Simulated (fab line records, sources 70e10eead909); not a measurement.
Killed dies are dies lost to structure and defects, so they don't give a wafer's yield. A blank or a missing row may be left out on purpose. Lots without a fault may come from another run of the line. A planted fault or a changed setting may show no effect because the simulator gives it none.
Chamber matching | flow nand_harc | NHARC_A_CHANNEL_HOLE_D1_ETCH_38 on rie_diel-07: 4 sister chambers
The step etches the open film in CF4, target depth 39 nm, time 65 s. 18 wafers are shown with their chamber, then 9 later ones without.

WAFERS WITH THEIR CHAMBER
wafer  | chamber | drypump_motor_current_A (A) | showerhead_plenum_p_Torr (Torr) | rf_vpp_V (V)
L942.2 | 3       | 6.5                         | 1.89                            | 152.3
L942.3 | 0       | 6.0                         | 1.71                            | 150.0
L942.4 | 2       | 5.5                         | 1.72                            | 151.2
L943.1 | 0       | 5.9                         | 1.71                            | 151.1
L943.2 | 1       | 5.3                         | 1.71                            | 149.3
L943.5 | 0       | 6.0                         | 1.71                            | 150.5
L948.3 | 3       | 6.5                         | 1.89                            | 151.7
L948.4 | 1       | 5.3                         | 1.70                            | 150.7
L948.6 | 0       | 6.0                         | 1.71                            | 150.6
L953.1 | 3       | 6.5                         | 1.88                            | 152.4
L953.3 | 0       | 6.0                         | 1.71                            | 150.7
L953.6 | 3       | 6.5                         | 1.88                            | 152.4
L960.1 | 0       | 6.0                         | 1.71                            | 150.3
L960.3 | 3       | 6.5                         | 1.88                            | 151.3
L960.5 | 2       | 5.5                         | 1.71                            | 151.0
L959.1 | 2       | 5.5                         | 1.71                            | 151.5
L959.3 | 0       | 6.0                         | 1.70                            | 150.7
L959.5 | 1       | 5.3                         | 1.70                            | 149.9

SIGNATURES (means of the wafers above)
reading                  | chamber 0 | chamber 1 | chamber 2 | chamber 3 | scatter within a chamber
drypump_motor_current_A  | 5.986     | 5.300     | 5.500     | 6.500     | 0.0247
showerhead_plenum_p_Torr | 1.7086    | 1.7033    | 1.7133    | 1.8840    | 0.00492
rf_vpp_V                 | 150.557   | 149.967   | 151.233   | 152.020   | 0.449
Rule: a wafer's distance from a chamber is the root of the sum, over the readings, of the square of ((its reading less the chamber's mean) divided by the reading's scatter). The wafer belongs to the nearest chamber; if the next one is less than 2 further off, it can't be placed. The scatter: the root of (the sum of the squares of (reading less its chamber's mean) over the shown wafers, divided by (wafers less chambers)).

WAFERS WITHOUT THEIR CHAMBER
wafer  | drypump_motor_current_A (A) | showerhead_plenum_p_Torr (Torr) | rf_vpp_V (V)
L963.4 | 6.5                         | 1.88                            | 152.5
L963.5 | 6.4                         | 1.88                            | 152.3
L963.6 | 5.9                         | 1.70                            | 149.9
L964.1 | 5.5                         | 1.71                            | 151.0
L964.3 | 5.3                         | 1.70                            | 150.7
L964.6 | 6.0                         | 1.70                            | 149.5
L965.3 | 5.6                         | 1.71                            | 150.4
L965.4 | 6.0                         | 1.70                            | 152.4
L965.5 | 5.3                         | 1.70                            | 150.1

WHICH CHAMBER EACH WENT THROUGH
wafer  | from the rows above | in truth
L963.4 | 3                   | 3
L963.5 | 3                   | 3
L963.6 | 0                   | 0
L964.1 | 2                   | 2
L964.3 | 1                   | 1
L964.6 | 0                   | 0
L965.3 | 2                   | 2
L965.4 | 0                   | 0
L965.5 | 1                   | 1
Placed correctly: 9 of 9. Can't be placed from these rows: 0. Placed wrongly: 0.
